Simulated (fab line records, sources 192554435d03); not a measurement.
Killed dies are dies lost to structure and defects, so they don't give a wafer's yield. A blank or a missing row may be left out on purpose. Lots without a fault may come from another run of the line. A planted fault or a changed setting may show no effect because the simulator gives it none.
Chamber matching | flow n5_finfet | N5_BEOL_M3_ALD_84 on ald_metal-04: 4 sister chambers
The step deposits TaN, pulse time 2 s, purge time 3 s, co reactant purge time 2 s. 8 wafers are shown with their chamber, then 10 later ones without.

WAFERS WITH THEIR CHAMBER
wafer  | chamber | heater_power_w (W)
L075.5 | 0       | 422
L080.5 | 2       | 377
L084.3 | 0       | 428
L087.1 | 1       | 420
L087.3 | 3       | 429
L087.6 | 1       | 419
L090.1 | 2       | 394
L090.2 | 3       | 439

WAFERS WITHOUT THEIR CHAMBER
wafer  | heater_power_w (W)
L090.5 | 446
L095.1 | 394
L095.3 | 430
L095.4 | 439
L094.1 | 445
L094.4 | 431
L094.6 | 436
L096.1 | 421
L096.3 | 452
L096.4 | 383

WHICH CHAMBER EACH WENT THROUGH
wafer  | from the rows above          | in truth
L090.5 | can't be placed: 3 or 0 or 1 | 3
L095.1 | 2                            | 2
L095.3 | can't be placed: 3 or 0 or 1 | 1
L095.4 | can't be placed: 3 or 0 or 1 | 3
L094.1 | can't be placed: 3 or 0 or 1 | 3
L094.4 | can't be placed: 3 or 0 or 1 | 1
L094.6 | can't be placed: 3 or 0 or 1 | 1
L096.1 | can't be placed: 1 or 0 or 3 | 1
L096.3 | can't be placed: 3 or 0 or 1 | 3
L096.4 | 2                            | 2
Placed correctly: 2 of 10. Can't be placed from these rows: 8 (the true chamber is among the candidates in 8). Placed wrongly: 0.
How it was worked out, from the rows above alone: a wafer's distance from a chamber is the root of the sum, over the readings, of the square of ((its reading less the chamber's mean) divided by the reading's scatter). The wafer belongs to the nearest chamber; if the next one is less than 2 further off, it can't be placed. A chamber's mean is the mean of its shown wafers. The scatter: the root of (the sum of the squares of (reading less its chamber's mean) over the shown wafers, divided by (wafers less chambers)).
